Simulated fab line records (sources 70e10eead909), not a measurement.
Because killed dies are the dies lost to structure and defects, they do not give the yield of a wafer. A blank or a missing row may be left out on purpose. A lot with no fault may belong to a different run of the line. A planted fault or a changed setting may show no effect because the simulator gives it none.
Matching of chambers :: flow nandHarc :: NHARC_P_ZERO_WELL_DESCUM_26 on rieDiel-01 has 4 sister chambers
The step chemistry O2, time 3 s. 4 wafers are shown with their chamber, then 7 later ones without.

== WAFERS WITH THEIR CHAMBER ==
wafer: L651.4
chamber: 1
showerheadPlenumPTorr (Torr): 1.79

wafer: L652.4
chamber: 0
showerheadPlenumPTorr (Torr): 1.88

wafer: L653.1
chamber: 3
showerheadPlenumPTorr (Torr): 2.02

wafer: L653.2
chamber: 2
showerheadPlenumPTorr (Torr): 1.95

== WAFERS MISSING THEIR CHAMBER ==
wafer: L653.3
showerheadPlenumPTorr (Torr): 1.88

wafer: L654.1
showerheadPlenumPTorr (Torr): 1.78

wafer: L654.3
showerheadPlenumPTorr (Torr): 1.88

wafer: L654.5
showerheadPlenumPTorr (Torr): 1.88

wafer: L655.2
showerheadPlenumPTorr (Torr): 2.02

wafer: L655.5
showerheadPlenumPTorr (Torr): 1.88

wafer: L655.6
showerheadPlenumPTorr (Torr): 1.78

== WHICH CHAMBER EACH ONE RAN IN ==
wafer: L653.3
from the rows above: 0
in truth: 0

wafer: L654.1
from the rows above: 1
in truth: 1

wafer: L654.3
from the rows above: 0
in truth: 0

wafer: L654.5
from the rows above: 0
in truth: 0

wafer: L655.2
from the rows above: 3
in truth: 3

wafer: L655.5
from the rows above: 0
in truth: 0

wafer: L655.6
from the rows above: 1
in truth: 1
7 of 7 placed correctly. Left unplaced by these rows: 0. Placed wrongly: 0.
How it was worked out, from the rows above alone: a wafer's distance from a chamber is the root of the sum, over the readings, of the square of ((its reading less the chamber's mean) divided by the reading's scatter). If the next closest chamber is less than 2 further off than the closest, the wafer can't be placed; otherwise it belongs to the closest. A chamber's mean is the mean of its shown wafers. The scatter (one wafer shown for each chamber): square how far every hidden wafer sits from the nearest shown wafer, average those squares and take the square root.
